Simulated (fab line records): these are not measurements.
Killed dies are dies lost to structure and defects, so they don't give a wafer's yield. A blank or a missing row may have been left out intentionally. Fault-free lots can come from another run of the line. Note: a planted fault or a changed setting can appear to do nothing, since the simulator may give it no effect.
Which tool was responsible? || flow nand_harc || 13 lots with 39 wafers sampled at 6 steps, on a route of 1302 steps

WHAT THE GAUGES READ, wafer by wafer
NHARC_A_M1_THK_MEAS_24: measures by xrf.
{"lot": "L850", "measured": "day 23 11:19", "on": "film_metro-01", "thk_nm (nm)": "155.4 155.8 155.7"}
{"lot": "L852", "measured": "day 23 14:19", "on": "film_metro-01", "thk_nm (nm)": "154.0 154.2 152.4"}
{"lot": "L851", "measured": "day 23 16:11", "on": "film_metro-01", "thk_nm (nm)": "156.7 156.2 153.1"}
{"lot": "L853", "measured": "day 25 02:34", "on": "film_metro-02", "thk_nm (nm)": "151.5 154.5 155.9"}
{"lot": "L856", "measured": "day 25 06:39", "on": "film_metro-01", "thk_nm (nm)": "154.8 153.0 152.2"}
{"lot": "L854", "measured": "day 26 03:34", "on": "film_metro-02", "thk_nm (nm)": "153.9 151.0 154.2"}
{"lot": "L855", "measured": "day 26 06:12", "on": "film_metro-01", "thk_nm (nm)": "151.9 152.2 156.8"}
{"lot": "L858", "measured": "day 26 07:08", "on": "film_metro-01", "thk_nm (nm)": "153.7 155.0 156.6"}
{"lot": "L857", "measured": "day 26 08:58", "on": "film_metro-01", "thk_nm (nm)": "152.3 156.1 158.1"}
{"lot": "L866", "measured": "day 29 20:46", "on": "film_metro-02", "thk_nm (nm)": "158.5 155.1 155.3"}
{"lot": "L872", "measured": "day 32 08:24", "on": "film_metro-02", "thk_nm (nm)": "154.9 153.5 154.0"}
{"lot": "L871", "measured": "day 32 10:51", "on": "film_metro-02", "thk_nm (nm)": "152.9 156.4 153.9"}
{"lot": "L873", "measured": "day 32 11:37", "on": "film_metro-02", "thk_nm (nm)": "153.4 155.3 153.3"}

NHARC_A_BONDPAD_THK_MEAS_20: measures by xrf.
{"lot": "L850", "measured": "day 23 15:54", "on": "film_metro-01", "thk_nm (nm)": "169.6 171.9 170.1"}
{"lot": "L852", "measured": "day 23 18:53", "on": "film_metro-02", "thk_nm (nm)": "170.5 168.4 169.5"}
{"lot": "L851", "measured": "day 23 20:50", "on": "film_metro-01", "thk_nm (nm)": "171.4 170.3 169.2"}
{"lot": "L853", "measured": "day 25 07:16", "on": "film_metro-02", "thk_nm (nm)": "167.3 171.6 168.4"}
{"lot": "L856", "measured": "day 25 11:10", "on": "film_metro-02", "thk_nm (nm)": "168.7 170.5 167.2"}
{"lot": "L854", "measured": "day 26 08:11", "on": "film_metro-02", "thk_nm (nm)": "167.1 170.3 169.3"}
{"lot": "L855", "measured": "day 26 10:42", "on": "film_metro-01", "thk_nm (nm)": "167.4 168.9 171.3"}
{"lot": "L858", "measured": "day 26 11:54", "on": "film_metro-02", "thk_nm (nm)": "168.7 169.1 170.8"}
{"lot": "L857", "measured": "day 26 13:43", "on": "film_metro-01", "thk_nm (nm)": "168.1 169.2 167.8"}
{"lot": "L866", "measured": "day 30 01:26", "on": "film_metro-01", "thk_nm (nm)": "170.8 169.4 170.0"}
{"lot": "L872", "measured": "day 32 12:55", "on": "film_metro-02", "thk_nm (nm)": "30.3 30.8 29.8"}
{"lot": "L871", "measured": "day 32 15:29", "on": "film_metro-02", "thk_nm (nm)": "30.7 28.7 28.7"}
{"lot": "L873", "measured": "day 32 16:08", "on": "film_metro-02", "thk_nm (nm)": "167.7 166.9 169.2"}

NHARC_END_SORT_01.
{"lot": "L872", "measured": "day 33 16:53", "on": "prober-01", "defect_limited_yield (%)": "0 0 0", "killed_at_array": "674 673 675", "killed_at_other": "1 1 0", "killed_at_periphery": "2 3 2", "killed_dies": "677 677 677", "killed_open": "5 3 3", "killed_short": "3 5 2"}
{"lot": "L871", "measured": "day 33 16:55", "on": "prober-02", "defect_limited_yield (%)": "0 0 0", "killed_at_array": "671 676 676", "killed_at_other": "0 0 0", "killed_at_periphery": "6 1 1", "killed_dies": "677 677 677", "killed_open": "1 2 2", "killed_short": "1 2 2"}

WHICH TOOL RAN EACH LOT (tool, then ch and the chambers of the sampled wafers, then the start)
{"lot": "L850", "NHARC_A_M0_DEP_32": "pecvd-04 ch 1,2, day 23 07:21", "NHARC_A_M1_ETCH_15": "rie_diel-05 ch 0,2,3, day 23 11:19 or earlier", "NHARC_A_BONDPAD_ECD_18": "ecd_cu-02 ch 0,1, day 23 14:55"}
{"lot": "L852", "NHARC_A_M0_DEP_32": "pecvd-04 ch 1,2, day 23 10:38", "NHARC_A_M1_ETCH_15": "rie_diel-05 ch 0,1,2, day 23 14:19 or earlier", "NHARC_A_BONDPAD_ECD_18": "ecd_cu-01 ch 0,1, day 23 17:53"}
{"lot": "L851", "NHARC_A_M0_DEP_32": "pecvd-02 ch 1,2, day 23 12:18", "NHARC_A_M1_ETCH_15": "rie_diel-01 ch 1,2,3, day 23 16:11 or earlier", "NHARC_A_BONDPAD_ECD_18": "ecd_cu-02 ch 0,1, day 23 19:51"}
{"lot": "L853", "NHARC_A_M0_DEP_32": "pecvd-02 ch 1,2, day 24 22:41", "NHARC_A_M1_ETCH_15": "rie_diel-01 ch 0,3, day 25 02:34 or earlier", "NHARC_A_BONDPAD_ECD_18": "ecd_cu-01 ch 0,1, day 25 06:13"}
{"lot": "L856", "NHARC_A_M0_DEP_32": "pecvd-02 ch 0,1,2, day 25 03:00", "NHARC_A_M1_ETCH_15": "rie_diel-05 ch 1,2,3, day 25 06:39 or earlier", "NHARC_A_BONDPAD_ECD_18": "ecd_cu-01 ch 0,1, day 25 10:10"}
{"lot": "L854", "NHARC_A_M0_DEP_32": "pecvd-04 ch 0,2, day 25 23:41", "NHARC_A_M1_ETCH_15": "rie_diel-05 ch 1,2,3, day 26 03:34 or earlier", "NHARC_A_BONDPAD_ECD_18": "ecd_cu-02 ch 0,1, day 26 07:09"}
{"lot": "L855", "NHARC_A_M0_DEP_32": "pecvd-04 ch 0,2, day 26 02:25", "NHARC_A_M1_ETCH_15": "rie_diel-05 ch 1,2, day 26 06:12 or earlier", "NHARC_A_BONDPAD_ECD_18": "ecd_cu-01 ch 0,1, day 26 09:49"}
{"lot": "L858", "NHARC_A_M0_DEP_32": "pecvd-02 ch 0,1,2, day 26 03:16", "NHARC_A_M1_ETCH_15": "rie_diel-05 ch 1,2, day 26 07:08 or earlier", "NHARC_A_BONDPAD_ECD_18": "ecd_cu-01 ch 1, day 26 10:51"}
{"lot": "L857", "NHARC_A_M0_DEP_32": "pecvd-04 ch 0,1, day 26 05:10", "NHARC_A_M1_ETCH_15": "rie_diel-03 ch 2,3, day 26 08:58 or earlier", "NHARC_A_BONDPAD_ECD_18": "ecd_cu-02 ch 0,1, day 26 12:43"}
{"lot": "L866", "NHARC_A_M0_DEP_32": "pecvd-03 ch 0,1, day 29 16:59", "NHARC_A_M1_ETCH_15": "rie_diel-01 ch 0,1,3, day 29 20:46 or earlier", "NHARC_A_BONDPAD_ECD_18": "ecd_cu-02 ch 0,1, day 30 00:23"}
{"lot": "L872", "NHARC_A_M0_DEP_32": "pecvd-04 ch 0,1,2, day 32 04:29", "NHARC_A_M1_ETCH_15": "rie_diel-01 ch 1,3, day 32 08:24 or earlier", "NHARC_A_BONDPAD_ECD_18": "ecd_cu-01 ch 0,1, day 32 11:52"}
{"lot": "L871", "NHARC_A_M0_DEP_32": "pecvd-02 ch 1,2, day 32 07:08", "NHARC_A_M1_ETCH_15": "rie_diel-01 ch 0,2,3, day 32 10:51 or earlier", "NHARC_A_BONDPAD_ECD_18": "ecd_cu-02 ch 0,1, day 32 14:29"}
{"lot": "L873", "NHARC_A_M0_DEP_32": "pecvd-02 ch 0,1,2, day 32 07:44", "NHARC_A_M1_ETCH_15": "rie_diel-01 ch 0,1,3, day 32 11:37 or earlier", "NHARC_A_BONDPAD_ECD_18": "ecd_cu-01 ch 0,1, day 32 15:09"}
- NHARC_A_M0_DEP_32: deposits SiCN, target thk 30 nm.
- NHARC_A_M1_ETCH_15: etches the open film in C4F8/Ar, target depth 182.5 nm, time 91.2 s.
- NHARC_A_BONDPAD_ECD_18: material Cu, target thk 400 nm.

AS READ BY THE TOOLS THEMSELVES (means over the sampled wafers that have a number; for cases with no such wafer, the mark the record gives instead)
NHARC_A_M0_DEP_32.
{"lot": "L850", "tool": "pecvd-04", "heater_power_w (W)": 534, "showerhead_vpp_V (V)": 1362}
{"lot": "L852", "tool": "pecvd-04", "heater_power_w (W)": 482, "showerhead_vpp_V (V)": 1374}
{"lot": "L851", "tool": "pecvd-02", "heater_power_w (W)": 591, "showerhead_vpp_V (V)": 1269}
{"lot": "L853", "tool": "pecvd-02", "heater_power_w (W)": 561, "showerhead_vpp_V (V)": 1247}
{"lot": "L856", "tool": "pecvd-02", "heater_power_w (W)": 558, "showerhead_vpp_V (V)": 1249}
{"lot": "L854", "tool": "pecvd-04", "heater_power_w (W)": 597, "showerhead_vpp_V (V)": 1331}
{"lot": "L855", "tool": "pecvd-04", "heater_power_w (W)": 623, "showerhead_vpp_V (V)": 1335}
{"lot": "L858", "tool": "pecvd-02", "heater_power_w (W)": 555, "showerhead_vpp_V (V)": 1247}
{"lot": "L857", "tool": "pecvd-04", "heater_power_w (W)": 558, "showerhead_vpp_V (V)": 1301}
{"lot": "L866", "tool": "pecvd-03", "heater_power_w (W)": 579, "showerhead_vpp_V (V)": 1243}
{"lot": "L872", "tool": "pecvd-04", "heater_power_w (W)": 547, "showerhead_vpp_V (V)": 1330}
{"lot": "L871", "tool": "pecvd-02", "heater_power_w (W)": 527, "showerhead_vpp_V (V)": 1248}
{"lot": "L873", "tool": "pecvd-02", "heater_power_w (W)": 543, "showerhead_vpp_V (V)": 1241}

NHARC_A_M1_ETCH_15.
{"lot": "L850", "tool": "rie_diel-05", "oes_product_au (a.u.)": 0.974, "rf_vpp_V (V)": 440.4}
{"lot": "L852", "tool": "rie_diel-05", "oes_product_au (a.u.)": 0.927, "rf_vpp_V (V)": 440.1}
{"lot": "L851", "tool": "rie_diel-01", "oes_product_au (a.u.)": 0.968, "rf_vpp_V (V)": 437.2}
{"lot": "L853", "tool": "rie_diel-01", "oes_product_au (a.u.)": 0.966, "rf_vpp_V (V)": 438.4}
{"lot": "L856", "tool": "rie_diel-05", "oes_product_au (a.u.)": 0.931, "rf_vpp_V (V)": 441.7}
{"lot": "L854", "tool": "rie_diel-05", "oes_product_au (a.u.)": 0.975, "rf_vpp_V (V)": 442.4}
{"lot": "L855", "tool": "rie_diel-05", "oes_product_au (a.u.)": 0.993, "rf_vpp_V (V)": 442.1}
{"lot": "L858", "tool": "rie_diel-05", "oes_product_au (a.u.)": 0.979, "rf_vpp_V (V)": 441.5}
{"lot": "L857", "tool": "rie_diel-03", "oes_product_au (a.u.)": 0.964, "rf_vpp_V (V)": 443.4}
{"lot": "L866", "tool": "rie_diel-01", "oes_product_au (a.u.)": 0.941, "rf_vpp_V (V)": 437.7}
{"lot": "L872", "tool": "rie_diel-01", "oes_product_au (a.u.)": 0.965, "rf_vpp_V (V)": 436.8}
{"lot": "L871", "tool": "rie_diel-01", "oes_product_au (a.u.)": 0.973, "rf_vpp_V (V)": 438.4}
{"lot": "L873", "tool": "rie_diel-01", "oes_product_au (a.u.)": 0.973, "rf_vpp_V (V)": 438.0}

NHARC_A_BONDPAD_ECD_18.
{"lot": "L850", "tool": "ecd_cu-02", "bath_heat_duty_pct (%)": 6.2, "bath_temp_c (C)": 25.04}
{"lot": "L852", "tool": "ecd_cu-01", "bath_heat_duty_pct (%)": 7.1, "bath_temp_c (C)": 24.90}
{"lot": "L851", "tool": "ecd_cu-02", "bath_heat_duty_pct (%)": 5.9, "bath_temp_c (C)": 25.05}
{"lot": "L853", "tool": "ecd_cu-01", "bath_heat_duty_pct (%)": 6.4, "bath_temp_c (C)": 24.95}
{"lot": "L856", "tool": "ecd_cu-01", "bath_heat_duty_pct (%)": 6.5, "bath_temp_c (C)": 24.98}
{"lot": "L854", "tool": "ecd_cu-02", "bath_heat_duty_pct (%)": 5.9, "bath_temp_c (C)": 24.98}
{"lot": "L855", "tool": "ecd_cu-01", "bath_heat_duty_pct (%)": 6.9, "bath_temp_c (C)": 24.97}
{"lot": "L858", "tool": "ecd_cu-01", "bath_heat_duty_pct (%)": 6.8, "bath_temp_c (C)": 25.09}
{"lot": "L857", "tool": "ecd_cu-02", "bath_heat_duty_pct (%)": 5.5, "bath_temp_c (C)": 25.01}
{"lot": "L866", "tool": "ecd_cu-02", "bath_heat_duty_pct (%)": 6.3, "bath_temp_c (C)": 24.91}
{"lot": "L872", "tool": "ecd_cu-01", "bath_heat_duty_pct (%)": "-", "bath_temp_c (C)": "-"}
{"lot": "L871", "tool": "ecd_cu-02", "bath_heat_duty_pct (%)": "-", "bath_temp_c (C)": "-"}
{"lot": "L873", "tool": "ecd_cu-01", "bath_heat_duty_pct (%)": 6.6, "bath_temp_c (C)": 25.03}

THE ANSWER, worked out from the rows above alone
Rule: the usual values come from the lots themselves. Put in order of their means at a reading, lots are off if they are a third of the lots or fewer, leave a main group of 4 or more, and stand apart from it by a gap of 3 or more times the standard deviation of the main group's means; of several such gaps the widest counts. The tables above print the reading to a certain number of digits; a main group whose means all agree to those digits is not used. Also off: a lot with no number at a reading for which 4 or more lots have one. Any other lot the step has rows for is counted as sound. Order of review: gauges by route order, followed by the tools' own readings, for which a lot's mean as printed above is used. At the first step where some lot is off, the reading lying furthest off is the one used; lots without a number count as furthest.
Off at NHARC_A_BONDPAD_THK_MEAS_20 (thk_nm): L872, L871. The main group has a mean of 169.3 nm with a standard deviation of 0.76.
A tool fits if, at a process step before that reading, it ran every lot that is off, and no sound lot after the first of them. The gauges at NHARC_A_BONDPAD_THK_MEAS_20 aren't tried: what is off there is off at NHARC_A_BONDPAD_ECD_18 too, on other tools, and a gauge's error can't cause that. NHARC_A_M1_ETCH_15: start missing for some lots; hours and lot order therefore follow NHARC_A_M1_THK_MEAS_24. None of those tried fits.

WHAT WAS PUT IN BY THE SIMULATOR
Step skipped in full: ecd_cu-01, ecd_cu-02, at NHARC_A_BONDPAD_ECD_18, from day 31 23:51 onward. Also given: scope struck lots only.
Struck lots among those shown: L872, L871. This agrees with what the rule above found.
